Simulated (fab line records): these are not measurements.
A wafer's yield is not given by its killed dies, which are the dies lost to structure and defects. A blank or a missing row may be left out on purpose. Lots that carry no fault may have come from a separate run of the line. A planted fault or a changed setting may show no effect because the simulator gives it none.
Which tool was responsible? + flow n5_finfet + 24 lots, 72 wafers sampled, at 5 steps of a route of 1938

== WHAT EACH GAUGE READ, for each wafer ==
N5_BEOL_M10_CD_MEAS_18: pitch 140 nm, target cd 70 nm. Usual: cd_nm reads 70.1 nm (standard deviation 0.5).
| lot  | measured     | on        | cd_nm (nm)     | flag |
|------|--------------|-----------|----------------|------|
| L074 | day 10 16:21 | cd_sem-03 | 69.9 69.4 69.4 |      |
| L075 | day 11 04:07 | cd_sem-03 | 69.9 70.0 70.0 |      |
| L077 | day 11 09:44 | cd_sem-01 | 71.2 70.6 70.2 |      |
| L076 | day 11 15:40 | cd_sem-02 | 70.4 70.7 70.2 |      |
| L078 | day 11 20:38 | cd_sem-01 | 69.9 69.7 69.2 |      |
| L080 | day 11 21:56 | cd_sem-01 | 70.3 70.2 69.9 |      |
| L079 | day 12 02:56 | cd_sem-03 | 70.5 70.2 70.3 |      |
| L081 | day 12 14:53 | cd_sem-03 | 70.1 69.8 69.7 |      |
| L083 | day 12 23:41 | cd_sem-02 | 70.4 70.5 70.9 |      |
| L082 | day 13 00:10 | cd_sem-01 | 70.8 70.6 70.8 |      |
| L084 | day 13 16:03 | cd_sem-02 | 69.3 69.8 69.8 |      |
| L085 | day 13 23:44 | cd_sem-03 | 69.4 69.7 70.3 |      |
| L086 | day 14 00:28 | cd_sem-02 | 69.7 69.3 69.8 |      |
| L087 | day 14 05:04 | cd_sem-03 | 69.9 69.6 69.4 |      |
| L089 | day 14 05:44 | cd_sem-02 | 69.8 70.2 69.8 |      |
| L088 | day 14 14:17 | cd_sem-02 | 71.1 70.7 70.7 |      |
| L090 | day 14 23:56 | cd_sem-03 | 70.0 70.2 69.9 |      |
| L092 | day 15 04:34 | cd_sem-01 | 70.3 70.1 69.6 |      |
| L091 | day 15 05:00 | cd_sem-01 | 70.3 70.6 69.7 |      |
| L094 | day 15 16:13 | cd_sem-01 | 70.6 70.1 69.9 |      |
| L095 | day 16 01:13 | cd_sem-03 | 70.0 70.4 70.3 |      |
| L093 | day 16 01:37 | cd_sem-01 | 68.9 70.0 70.0 |      |
| L096 | day 16 06:14 | cd_sem-03 | 69.4 69.8 69.5 |      |
| L097 | day 16 08:28 | cd_sem-02 | 69.9 69.8 70.4 |      |

== TOOL THAT RAN EACH LOT (tool first, then ch and the chambers of the sampled wafers, then the start) ==
| lot  | N5_BEOL_M9_ALD_74                   | N5_BEOL_M9_SURFACE_TREAT_79  | N5_BEOL_M10_CURE_71           | N5_BEOL_M10_HM_OPEN_17            |
|------|-------------------------------------|------------------------------|-------------------------------|-----------------------------------|
| L074 | ald_metal-01 ch 0,1,3, day 10 10:39 | pvd_sputter-03, day 10 12:28 | uv_cure-01 ch 0, day 10 14:13 | rie_metal-02 ch 0,1, day 10 16:08 |
| L075 | ald_metal-03 ch 0,1, day 10 23:35   | pvd_sputter-02, day 10 23:53 | uv_cure-03 ch 1, day 11 01:35 | rie_metal-01 ch 0,1, day 11 03:52 |
| L077 | ald_metal-01 ch 1,2, day 11 03:11   | pvd_sputter-01, day 11 03:30 | uv_cure-01 ch 2, day 11 04:51 | rie_metal-02 ch 0,1, day 11 09:28 |
| L076 | ald_metal-01 ch 0,1,3, day 11 10:24 | pvd_sputter-02, day 11 10:41 | uv_cure-01 ch 1, day 11 12:04 | rie_metal-01 ch 0,1, day 11 15:27 |
| L078 | ald_metal-03 ch 0,1,3, day 11 14:14 | pvd_sputter-01, day 11 14:32 | uv_cure-02 ch 2, day 11 17:28 | rie_metal-01 ch 0,1, day 11 20:29 |
| L080 | ald_metal-01 ch 0,2, day 11 16:56   | pvd_sputter-02, day 11 17:13 | uv_cure-01 ch 0, day 11 19:05 | rie_metal-01 ch 0,1, day 11 21:45 |
| L079 | ald_metal-03 ch 1,2,3, day 11 21:34 | pvd_sputter-02, day 11 21:52 | uv_cure-01 ch 2, day 11 23:43 | rie_metal-02 ch 0,1, day 12 02:34 |
| L081 | ald_metal-01 ch 1,2, day 12 09:19   | pvd_sputter-03, day 12 09:38 | uv_cure-03 ch 1, day 12 11:38 | rie_metal-03 ch 0,1, day 12 14:42 |
| L083 | ald_metal-03 ch 0,1,2, day 12 18:17 | pvd_sputter-02, day 12 18:37 | uv_cure-03 ch 0, day 12 20:13 | rie_metal-02 ch 0,1, day 12 23:23 |
| L082 | ald_metal-01 ch 0,2,3, day 12 19:31 | pvd_sputter-02, day 12 19:50 | uv_cure-03 ch 0, day 12 22:03 | rie_metal-02 ch 0,1, day 12 23:59 |
| L084 | ald_metal-01 ch 0,3, day 13 09:42   | pvd_sputter-02, day 13 10:07 | uv_cure-01 ch 0, day 13 11:26 | rie_metal-02 ch 0,1, day 13 15:49 |
| L085 | ald_metal-03 ch 0,2,3, day 13 18:35 | pvd_sputter-03, day 13 18:53 | uv_cure-03 ch 0, day 13 20:16 | rie_metal-02 ch 0, day 13 23:28   |
| L086 | ald_metal-04 ch 0,2,3, day 13 19:07 | pvd_sputter-03, day 13 19:41 | uv_cure-02 ch 0, day 13 21:55 | rie_metal-01 ch 0,1, day 14 00:17 |
| L087 | ald_metal-01 ch 0,1, day 13 22:34   | pvd_sputter-02, day 13 23:13 | uv_cure-02 ch 1, day 14 00:59 | rie_metal-01 ch 0,1, day 14 04:51 |
| L089 | ald_metal-04 ch 0,2,3, day 13 23:55 | pvd_sputter-01, day 14 00:16 | uv_cure-01 ch 2, day 14 01:34 | rie_metal-01 ch 0,1, day 14 05:33 |
| L088 | ald_metal-04 ch 0,2, day 14 10:30   | pvd_sputter-02, day 14 10:49 | uv_cure-02 ch 0, day 14 12:18 | rie_metal-01 ch 0,1, day 14 14:07 |
| L090 | ald_metal-04 ch 0,2,3, day 14 18:29 | pvd_sputter-01, day 14 18:48 | uv_cure-03 ch 0, day 14 20:21 | rie_metal-02 ch 0,1, day 14 23:39 |
| L092 | ald_metal-01 ch 1,2,3, day 15 00:05 | pvd_sputter-03, day 15 00:24 | uv_cure-03 ch 2, day 15 01:57 | rie_metal-01 ch 0, day 15 04:10   |
| L091 | ald_metal-04 ch 0,2, day 15 00:11   | pvd_sputter-03, day 15 00:31 | uv_cure-02 ch 1, day 15 02:30 | rie_metal-03 ch 0,1, day 15 04:47 |
| L094 | ald_metal-04 ch 0,2, day 15 11:53   | pvd_sputter-03, day 15 12:11 | uv_cure-02 ch 1, day 15 13:31 | rie_metal-02 ch 0,1, day 15 16:02 |
| L095 | ald_metal-03 ch 1,2, day 15 18:58   | pvd_sputter-03, day 15 19:31 | uv_cure-01 ch 1, day 15 21:04 | rie_metal-01 ch 0, day 16 01:02   |
| L093 | ald_metal-04 ch 1,2,3, day 15 21:21 | pvd_sputter-02, day 15 21:53 | uv_cure-01 ch 0, day 15 23:27 | rie_metal-03 ch 0,1, day 16 01:25 |
| L096 | ald_metal-03 ch 1,3, day 16 01:06   | pvd_sputter-03, day 16 01:32 | uv_cure-02 ch 0, day 16 02:51 | rie_metal-01 ch 0,1, day 16 06:02 |
| L097 | ald_metal-01 ch 2,3, day 16 04:30   | pvd_sputter-01, day 16 04:48 | uv_cure-02 ch 1, day 16 06:08 | rie_metal-02 ch 0,1, day 16 08:17 |
- N5_BEOL_M9_ALD_74: deposits TaN, target thk 2 nm, pulse time 2 s, purge time 3 s.
- N5_BEOL_M9_SURFACE_TREAT_79
- N5_BEOL_M10_CURE_71: cures SiCOH lowk, time 240 s.
- N5_BEOL_M10_HM_OPEN_17: chemistry Cl2/BCl3, target TiN, target depth 20 nm, overetch 6 nm.

== WHAT THE TOOLS THEMSELVES READ (means of the sampled wafers that have a number; where no wafer has one, the mark that the record gives instead) ==
N5_BEOL_M9_ALD_74. Usual: heater_power_w 433 W, standard deviation 54; mfc_carrier_sccm 1500 sccm, standard deviation 4.2; precursor_vessel_carrier_sccm 1000.3 sccm, standard deviation 3; precursor_vessel_pressure_torr 26.26 Torr, standard deviation 0.05; precursor_vessel_temp_c 75.00 C, standard deviation 0.11.
| lot  | tool         | heater_power_w (W) | mfc_carrier_sccm (sccm) | precursor_vessel_carrier_sccm (sccm) | precursor_vessel_pressure_torr (Torr) | precursor_vessel_temp_c (C) | flag |
|------|--------------|--------------------|-------------------------|--------------------------------------|---------------------------------------|-----------------------------|------|
| L074 | ald_metal-01 | 468                | 1500                    | 1001.1                               | 26.24                                 | 74.97                       |      |
| L075 | ald_metal-03 | 383                | 1496                    | 998.3                                | 26.26                                 | 75.06                       |      |
| L077 | ald_metal-01 | 508                | 1503                    | 1001.7                               | 26.27                                 | 75.06                       |      |
| L076 | ald_metal-01 | 466                | 1499                    | 1000.9                               | 26.28                                 | 74.99                       |      |
| L078 | ald_metal-03 | 423                | 1498                    | 1003.3                               | 26.24                                 | 75.03                       |      |
| L080 | ald_metal-01 | 425                | 1496                    | 1002.2                               | 26.22                                 | 75.12                       |      |
| L079 | ald_metal-03 | 440                | 1500                    | 998.6                                | 26.22                                 | 74.95                       |      |
| L081 | ald_metal-01 | 495                | 1497                    | 998.4                                | 26.22                                 | 74.98                       |      |
| L083 | ald_metal-03 | 407                | 1498                    | 999.5                                | 26.27                                 | 74.93                       |      |
| L082 | ald_metal-01 | 465                | 1497                    | 999.5                                | 26.23                                 | 75.05                       |      |
| L084 | ald_metal-01 | 432                | 1500                    | 999.5                                | 26.30                                 | 75.05                       |      |
| L085 | ald_metal-03 | 395                | 1500                    | 1000.7                               | 26.26                                 | 75.04                       |      |
| L086 | ald_metal-04 | 390                | 1503                    | 1000.2                               | 26.27                                 | 75.09                       |      |
| L087 | ald_metal-01 | 449                | 1501                    | 995.6                                | 26.22                                 | 74.89                       |      |
| L089 | ald_metal-04 | 391                | 1500                    | 999.3                                | 26.28                                 | 75.06                       |      |
| L088 | ald_metal-04 | 365                | 1501                    | 998.2                                | 26.30                                 | 74.87                       |      |
| L090 | ald_metal-04 | 383                | 1500                    | 1001.5                               | 26.23                                 | 75.09                       |      |
| L092 | ald_metal-01 | 502                | 1503                    | 1001.6                               | 26.29                                 | 74.95                       |      |
| L091 | ald_metal-04 | 370                | 1502                    | 1003.2                               | 26.28                                 | 75.11                       |      |
| L094 | ald_metal-04 | 374                | 1500                    | 1000.7                               | 26.24                                 | 74.96                       |      |
| L095 | ald_metal-03 | 429                | 1500                    | 1001.0                               | 26.29                                 | 74.98                       |      |
| L093 | ald_metal-04 | 408                | 1499                    | 999.9                                | 26.21                                 | 75.03                       |      |
| L096 | ald_metal-03 | 462                | 1501                    | 997.9                                | 26.25                                 | 74.93                       |      |
| L097 | ald_metal-01 | 454                | 1498                    | 1003.7                               | 26.27                                 | 74.91                       |      |

N5_BEOL_M9_SURFACE_TREAT_79. Usual: ar_flow_sccm reads 30.00 sccm (standard deviation 0.084).
| lot  | tool           | ar_flow_sccm (sccm) | flag |
|------|----------------|---------------------|------|
| L074 | pvd_sputter-03 | 29.96               |      |
| L075 | pvd_sputter-02 | 30.10               |      |
| L077 | pvd_sputter-01 | 30.04               |      |
| L076 | pvd_sputter-02 | 30.03               |      |
| L078 | pvd_sputter-01 | 30.03               |      |
| L080 | pvd_sputter-02 | 30.00               |      |
| L079 | pvd_sputter-02 | 29.94               |      |
| L081 | pvd_sputter-03 | 30.01               |      |
| L083 | pvd_sputter-02 | 29.99               |      |
| L082 | pvd_sputter-02 | 30.04               |      |
| L084 | pvd_sputter-02 | 29.90               |      |
| L085 | pvd_sputter-03 | 29.99               |      |
| L086 | pvd_sputter-03 | 30.00               |      |
| L087 | pvd_sputter-02 | 29.94               |      |
| L089 | pvd_sputter-01 | 29.99               |      |
| L088 | pvd_sputter-02 | 29.98               |      |
| L090 | pvd_sputter-01 | 29.93               |      |
| L092 | pvd_sputter-03 | 30.01               |      |
| L091 | pvd_sputter-03 | 30.00               |      |
| L094 | pvd_sputter-03 | 29.94               |      |
| L095 | pvd_sputter-03 | 30.03               |      |
| L093 | pvd_sputter-02 | 30.02               |      |
| L096 | pvd_sputter-03 | 30.01               |      |
| L097 | pvd_sputter-01 | 30.04               |      |

N5_BEOL_M10_CURE_71. Usual: lamp_power_pct 52.31 %, standard deviation 0.055; wafer_temp_C_max 386.8, standard deviation 0.56.
| lot  | tool       | lamp_power_pct (%) | wafer_temp_C_max | flag |
|------|------------|--------------------|------------------|------|
| L074 | uv_cure-01 | 52.32              | 386.7            |      |
| L075 | uv_cure-03 | 52.29              | 387.2            |      |
| L077 | uv_cure-01 | 52.39              | 386.5            |      |
| L076 | uv_cure-01 | 52.30              | 386.0            |      |
| L078 | uv_cure-02 | 52.30              | 386.5            |      |
| L080 | uv_cure-01 | 52.33              | 386.5            |      |
| L079 | uv_cure-01 | 52.34              | 386.6            |      |
| L081 | uv_cure-03 | 52.30              | 388.1            |      |
| L083 | uv_cure-03 | 52.32              | 386.7            |      |
| L082 | uv_cure-03 | 52.29              | 386.6            |      |
| L084 | uv_cure-01 | 52.28              | 386.4            |      |
| L085 | uv_cure-03 | 52.35              | 386.7            |      |
| L086 | uv_cure-02 | 52.36              | 386.3            |      |
| L087 | uv_cure-02 | 52.31              | 387.8            |      |
| L089 | uv_cure-01 | 52.25              | 386.8            |      |
| L088 | uv_cure-02 | 52.32              | 386.5            |      |
| L090 | uv_cure-03 | 52.34              | 386.6            |      |
| L092 | uv_cure-03 | 52.30              | 386.9            |      |
| L091 | uv_cure-02 | 52.28              | 387.5            |      |
| L094 | uv_cure-02 | 52.32              | 386.9            |      |
| L095 | uv_cure-01 | 52.29              | 386.0            |      |
| L093 | uv_cure-01 | 52.31              | 387.1            |      |
| L096 | uv_cure-02 | 52.27              | 386.8            |      |
| L097 | uv_cure-02 | 52.32              | 387.8            |      |

N5_BEOL_M10_HM_OPEN_17. Usual: bias_w 126.0 W, standard deviation 0.35; drypump_motor_current_A 5.8 A, standard deviation 0.37; oes_product_au 0.67 a.u., standard deviation 0.09; throttle_valve_pct 22.17 %, standard deviation 0.17.
| lot  | tool         | bias_w (W) | drypump_motor_current_A (A) | oes_product_au (a.u.) | throttle_valve_pct (%) | flag |
|------|--------------|------------|-----------------------------|-----------------------|------------------------|------|
| L074 | rie_metal-02 | 126.0      | 5.6                         | 0.74                  | 22.24                  |      |
| L075 | rie_metal-01 | 126.0      | 6.2                         | 0.60                  | 22.07                  |      |
| L077 | rie_metal-02 | 125.5      | 5.4                         | 0.68                  | 22.34                  |      |
| L076 | rie_metal-01 | 125.8      | 6.1                         | 0.68                  | 22.04                  |      |
| L078 | rie_metal-01 | 126.3      | 6.1                         | 0.68                  | 22.02                  |      |
| L080 | rie_metal-01 | 125.8      | 6.2                         | 0.60                  | 22.08                  |      |
| L079 | rie_metal-02 | 125.9      | 5.4                         | 0.67                  | 22.34                  |      |
| L081 | rie_metal-03 | 126.3      | 5.6                         | 0.71                  | 22.15                  |      |
| L083 | rie_metal-02 | 125.9      | 5.4                         | 0.67                  | 22.34                  |      |
| L082 | rie_metal-02 | 125.9      | 5.6                         | 0.72                  | 22.25                  |      |
| L084 | rie_metal-02 | 125.9      | 5.6                         | 0.71                  | 22.26                  |      |
| L085 | rie_metal-02 | 126.1      | 5.3                         | 0.60                  | 22.45                  |      |
| L086 | rie_metal-01 | 126.3      | 6.2                         | 0.67                  | 22.04                  |      |
| L087 | rie_metal-01 | 125.8      | 6.2                         | 0.66                  | 22.03                  |      |
| L089 | rie_metal-01 | 125.6      | 6.2                         | 0.66                  | 22.05                  |      |
| L088 | rie_metal-01 | 126.3      | 6.1                         | 0.65                  | 22.05                  |      |
| L090 | rie_metal-02 | 125.8      | 5.6                         | 0.71                  | 22.27                  |      |
| L092 | rie_metal-01 | 125.7      | 6.2                         | 0.72                  | 22.02                  |      |
| L091 | rie_metal-03 | 126.5      | 5.5                         | 0.68                  | 22.16                  |      |
| L094 | rie_metal-02 | 126.1      | 5.6                         | 0.69                  | 22.28                  |      |
| L095 | rie_metal-01 | 125.6      | 6.1                         | 0.71                  | 22.01                  |      |
| L093 | rie_metal-03 | 126.0      | 5.6                         | 0.68                  | 22.15                  |      |
| L096 | rie_metal-01 | 126.1      | 6.2                         | 0.78                  | 21.94                  |      |
| L097 | rie_metal-02 | 125.7      | 5.6                         | 0.69                  | 22.27                  |      |

== THE ANSWER, worked out from the rows above alone ==
Rule: take the mean of a lot's wafers that have a number; if it is more than 3 standard deviations from the usual mean, the lot is off. Also off: a lot with no number at a reading for which 4 or more lots have one. All remaining lots with rows at the step are treated as sound. First the gauges in route order, then the tools' own readings, where a lot's mean is used as printed above. The first step at which some lot is off is used, and at that step the reading that is off furthest; a lot without a number counts as furthest.
Across all readings shown, no lot is off: no conclusion can be drawn from this.

== WHAT WAS PUT IN BY THE SIMULATOR ==
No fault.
